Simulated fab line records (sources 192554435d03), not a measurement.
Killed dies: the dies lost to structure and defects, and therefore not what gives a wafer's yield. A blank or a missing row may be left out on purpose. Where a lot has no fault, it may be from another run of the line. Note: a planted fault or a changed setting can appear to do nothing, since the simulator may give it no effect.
A lot that was struck, set against a sound lot    flow n5-finfet    34 steps out of a route of 1938
Sound: these wafers, L274.1, L274.3, L274.6. Struck: wafer L277.2 (L277.1, L277.6, from the same lot, were not struck and are left out); the cause is given at the end.
Per side, at each step with rows, come the tool, then ch with its chambers, and then its first start. Under that, the readings that differ: sound wafers    struck wafers    difference of the means    sigmas: that difference in standard deviations of wafers without a fault.
alike: a reading whose means differ by less than 2 such deviations, as well as words and numbers matching on both sides. not compared: withheld readings; readings where some wafer has no value; bounds like >300 that might hide an equal value; numbers whose values overlap and for which the record gives no deviation.
Wherever a step has rows on one side only, a row that says differs or no value, or a row with sigmas, the two part there. Numbers that have no deviation but don't overlap get no sigmas and don't part them. Lack of a reading on every wafer of one side parts them only where that side has two or more wafers.

first, 11 steps without rows for these wafers: N5_MOL_CONTACT_COAG_WET_ETCH_116 (etches the open film in SC1-inhibited, target depth 4.6 nm, rinse time 30 s); N5_MOL_CONTACT_COAG_ALD_27 (deposits SiOC, target thk 17 nm, pulse time 1.5 s, time 2720 s); N5_MOL_CONTACT_COAG_CMP_28 (polishes, stops on SiNx, t overpolish 0.85 s, target thk 14.522 nm); N5_MOL_CONTACT_COAG_ALD_123 (deposits SiNx, target thk 5 nm, pulse time 1 s, purge time 2 s); N5_MOL_CONTACT_COAG_PECVD_31 (deposits SiO2 from TEOS/O2, target thk 46 nm, time 8.9 s); N5_MOL_CONTACT_COAG_COAT_75 (time 60 s, resist thk 60 nm); N5_MOL_CONTACT_COAG_COAT_76 (time 60 s, resist thk 10 nm); N5_MOL_CONTACT_COAG_COAT_77 (time 60 s, resist thk 10 nm); N5_MOL_CONTACT_COAG_COAT_78 (resist thk 40 nm); N5_MOL_CONTACT_COAG_EBR_80; N5_MOL_CONTACT_COAG_SOFTBAKE_79 (time 60 s).
N5_MOL_CONTACT_COAG_EXPOSE_81: exposes mask VG, defocus 0 nm.
  sound on euv-scanner-01 ch 0, day 7 14:13; struck on euv-scanner-01 ch 0, day 8 09:46
  alike: mask
then, 2 steps without rows for these wafers: N5_MOL_CONTACT_COAG_PEB_82 (peb time 60 s); N5_MOL_CONTACT_COAG_DEVELOP_83 (develop time 30 s).
N5_MOL_CONTACT_COAG_CD_MEAS_84 targets a cd of 25.1 nm.
  sound on cd-sem-03 ch 0, day 7 14:22; struck on cd-sem-01 ch 0, day 8 09:54
reading     sound              struck  difference  sigmas
cd-nm (nm)  24.88 25.10 25.03  22.39   -2.61       -12
then, 16 steps without rows for these wafers: N5_MOL_CONTACT_COAG_DESCUM_88 (chemistry O2, time 7 s); N5_MOL_CONTACT_COAG_ETCH_89 (etches underlayer in N2/H2, target depth 13 nm, time 10.4 s); N5_MOL_CONTACT_COAG_ETCH_90 (etches SiARC in CF4, target depth 13 nm, time 21.7 s); N5_MOL_CONTACT_COAG_ALD_131 (deposits SiO2, target thk 5 nm, pulse time 1 s, co reactant pulse time 1 s); N5_MOL_CONTACT_COAG_ETCHBACK_132 (etches SiO2 in CHF3, target depth 10 nm, time 6.7 s); N5_MOL_CONTACT_COAG_ETCH_91 (etches SOC in N2/H2, target depth 60 nm, overetch 21 nm, time 101.2 s); N5_MOL_CONTACT_COAG_STRIP_92 (strips in N2/H2); N5_MOL_CONTACT_COAG_STRIP_93 (strips in N2/H2); N5_MOL_CONTACT_COAG_ETCHBACK_135 (etches SiO2 in CHF3, target depth 25 nm, time 16.7 s); N5_MOL_CONTACT_COAG_STRIP_118 (strips in CHF3); N5_MOL_CONTACT_COAG_VIA_ETCH_46 (etches SiO2 in C4F6/O2, target depth 46 nm, overetch 9.2 nm, time 40 s); N5_MOL_CONTACT_COAG_STRIP_96 (strips in N2/H2); N5_MOL_CONTACT_COAG_ETCH_47 (etches SiNx in CH3F/O2, stops on W, target depth 27 nm); N5_MOL_CONTACT_COAG_STRIP_119 (strips in N2/H2, time 30 s); N5_MOL_CONTACT_COAG_PRECLEAN_144 (cleans in alkaline clean, time 60 s); N5_MOL_CONTACT_COAG_SRD_145 (time 30 s).
N5_MOL_CONTACT_COAG_CD_MEAS_137 targets a cd of 16 nm.
  sound: cd-sem-03 at day 7 15:32; struck: cd-sem-02 at day 8 10:50
reading     sound           struck  difference  sigmas
cd-nm (nm)  16.3 16.1 15.9  13.5    -2.6        -7
then, 1 step without rows for these wafers: N5_MOL_CONTACT_COAG_COAT_62 (time 60 s, resist thk 60 nm).
-- the record jumps here: 9 days lie between the struck wafers' starts before and after (it left off in module MOL_CONTACT_COAG and takes up again in module PASSIVATION, whose first step shown is number 1936 of the route) --
N5_PASSIVATION_PROBE_49:
  sound: prober-02 at day 16 17:42; struck: prober-02 at day 17 00:20
reading             sound  struck  difference  sigmas
killed-at-contacts  9      1073    +1064       +99 or more
killed-dies         104    1180    +1076       +63
killed-on-rim       10     152     +142        +37
  alike: killed_at_M0_to_M3, killed_at_M4_up, killed-at-front-end, killed-at-other, killed-open, killed-short

## WHERE THEY PART
At N5_MOL_CONTACT_COAG_CD_MEAS_84 first; at N5_PASSIVATION_PROBE_49 last (within this record only).

WHY: what had been put in by the simulator
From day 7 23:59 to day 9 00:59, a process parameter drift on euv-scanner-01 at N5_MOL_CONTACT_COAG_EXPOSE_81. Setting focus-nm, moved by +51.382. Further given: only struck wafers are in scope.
